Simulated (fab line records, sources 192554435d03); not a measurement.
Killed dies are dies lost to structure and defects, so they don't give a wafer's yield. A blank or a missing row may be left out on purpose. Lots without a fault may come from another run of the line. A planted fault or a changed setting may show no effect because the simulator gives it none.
One fault seen from 2 desks | flow n5_finfet | each desk has only its own numbers; what lay behind them comes last

THE METROLOGY DESK
What the gauges read, lot by lot, whatever tool the lot ran on: means of the sampled wafers that have a number. A lot is out of limits, marked OUT, if its mean lies more than 4 standard deviations from the usual mean; the brackets give that distance.
Columns: A = MIM_TOP_OVL at N5_MIM_TOP_LITHO_OVL_MEAS_11, usual 1 nm
lot  | first seen here | A
L147 | day 12 08:19    | -5
L145 | day 12 09:01    | -2
L149 | day 13 02:28    | -2
L151 | day 13 02:37    | -1
L156 | day 14 20:20    | 5
L154 | day 14 22:08    | 5
L157 | day 14 22:23    | 7
L160 | day 16 06:10    | 6
L161 | day 16 09:41    | -6
L164 | day 16 17:13    | -1
L163 | day 16 19:24    | 4
L168 | day 17 22:52    | 2
This desk's finding: nothing out of limits on any of the 12 lots.

THE TOOL OWNER'S DESK: rie_metal-01
The tool's own readings at N5_MIM_BOT_ETCH_ETCH_00 (etches TiN in Cl2/BCl3, target depth 45.5 nm): means of the sampled wafers that have a number, for each lot that ran on this tool. A lot is out of limits, marked OUT, if its mean lies more than 4 standard deviations from the usual mean; the brackets give that distance.
Columns: A = bias_w at N5_MIM_BOT_ETCH_ETCH_00, usual 126.1 W; B = chamber_pressure_mTorr at N5_MIM_BOT_ETCH_ETCH_00, usual 10.002 mTorr; C = drypump_motor_current_A at N5_MIM_BOT_ETCH_ETCH_00, usual 5.64 A; D = oes_product_au at N5_MIM_BOT_ETCH_ETCH_00, usual 0.78 a.u.; E = throttle_valve_pct at N5_MIM_BOT_ETCH_ETCH_00, usual 21.96 %
lot  | first seen here | A               | B      | C    | D    | E
L147 | day 12 09:53    | 126.2           | 10.012 | 5.83 | 0.81 | 22.03
L145 | day 12 10:20    | 126.2           | 9.999  | 5.84 | 0.81 | 22.04
L154 | day 15 00:18    | 126.1           | 10.002 | 5.77 | 0.81 | 22.06
L160 | day 16 07:41    | 143.8 (+48) OUT | 10.008 | 5.89 | 0.77 | 22.01
L164 | day 16 18:32    | 143.2 (+46) OUT | 10.007 | 5.91 | 0.75 | 22.02
L163 | day 16 20:38    | 135.3 (+25) OUT | 10.002 | 5.76 | 0.81 | 22.04
This desk's finding: out of limits on L160, L163, L164; first on L160, day 16 07:41 (bias_w at N5_MIM_BOT_ETCH_ETCH_00). In limits: L147, L145, L154.

PUT TOGETHER
The tool owner's desk could have raised an alarm at day 16 07:41, on L160, L163, L164.
The metrology desk saw nothing out of limits.
The metrology desk has L160, L163, L164 on record, within its limits.
Of the lots named, all ran N5_MIM_BOT_ETCH_ETCH_00 on rie_metal-01.

WHAT THE SIMULATOR HAD PUT IN
Process parameter drift: rie_metal-01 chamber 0, from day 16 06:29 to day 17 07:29, at N5_MIM_BOT_ETCH_ETCH_00. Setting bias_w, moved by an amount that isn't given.
Lots struck among those shown: L160, L163, L164.
Hours from the fault's start to each desk's first reading out of limits: the tool owner's desk, 1.
